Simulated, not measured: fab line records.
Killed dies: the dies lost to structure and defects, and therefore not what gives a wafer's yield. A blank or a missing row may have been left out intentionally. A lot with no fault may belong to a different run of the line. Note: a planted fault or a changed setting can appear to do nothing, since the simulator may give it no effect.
Problem report in the 8D (eight disciplines) form, filled by code / flow n5 finfet / the parts of the form that need people (team, actions taken, sign-off) are left out

## 1. THE PROBLEM
Mean of run length s at N5_BEOL_M11_ETCH_66: 237.3 s across 9 wafers in 3 lots; on wafers with no fault it is 203.3 s (standard deviation 0.41). Measured from the usual mean, that is +83 standard deviations.
The step: etches SOC in N2/H2, target depth 120 nm, overetch 24 nm, time 180 s.
The first sign was on wafer L117.4 at day 14 16:49, on rie diel-04. Wafers with a number at this step in the record: 21, from 7 lots. By rule, "out" or "out of limits" means more than 4 standard deviations away from the usual mean. The rest of the wafers with a number are treated as sound.

## 2. WHAT THIS IS AND IS NOT
question=which readings at this step | is=run length s | is not=drypump motor current A, oes product au, rf vpp V, showerhead plenum p Torr, throttle valve pct
question=which lots | is=L117, L119, L120 | is not=L107, L108, L123, L124
question=which wafers of those lots | is=all that have a number | is not=-
question=read on which tools | is=rie diel-04 | is not=rie diel-02, rie diel-06
question=when | is=from day 14 16:49 | is not=up to then (6 sound wafers); but 6 sound wafers of L123, L124 came after

## 3. SUSPECTS, AND WHAT RULES EACH OUT
Counting: a tool stays on the suspect list if, at a process step up to the reading, it processed all lots that are out and no sound lot following the first of them.
- rie diel-04 at N5_BEOL_M11_DESCUM_33 (chemistry O2, time 7.9 s): kept. It processed each lot that is out, first L117 at day 14 16:41, and no sound lot thereafter; up to then, the last sound lot it processed was L107 at day 12 05:50.
- rie diel-04 at N5_BEOL_M11_ETCH_65 (etches SiARC in CF4, target depth 39 nm, time 65 s): kept. It processed each lot that is out, first L117 at day 14 16:44, and no sound lot thereafter; up to then, the last sound lot it processed was L107 at day 12 05:53.
- rie diel-04 at N5_BEOL_M11_ETCH_66 (etches SOC in N2/H2, target depth 120 nm, overetch 24 nm, time 180 s): kept. It processed each lot that is out, first L117 at day 14 16:49, and no sound lot thereafter; up to then, the last sound lot it processed was L107 at day 12 05:56. Its own readings are out on those wafers: run length s.
Still standing after the count: rie diel-04 at N5_BEOL_M11_DESCUM_33, rie diel-04 at N5_BEOL_M11_ETCH_65, rie diel-04 at N5_BEOL_M11_ETCH_66.

## 4. THE CAUSE (what the simulator had put in)
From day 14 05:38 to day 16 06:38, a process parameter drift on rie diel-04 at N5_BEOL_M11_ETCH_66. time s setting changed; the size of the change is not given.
Of the 3 suspects that counting leaves, this tool is one.

## 5. SEQUENCE OF EFFECTS, ordered by route
Rows list readings where the struck wafers' mean (over those with a number) sits beyond 3 standard deviations from the usual. Only readings whose record carries a usual standard deviation are examined. hours: median over the lots of the time between each lot's start at the first step of this table that gives one and its start at this step. sigmas: the change, counted in usual standard deviations.
hours=0; step=N5_BEOL_M11_ETCH_66; reading=run length s; usual=203.3 s; on struck wafers=237.3; change=+34.0; sigmas=+83
The process steps in it:
- N5_BEOL_M11_ETCH_66: etches SOC in N2/H2, target depth 120 nm, overetch 24 nm, time 180 s.

## 6. WHAT WOULD HAVE CAUGHT IT SOONER
The fault began at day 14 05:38; the first out-of-limits reading in this record came at day 14 16:49, 11 hours later.
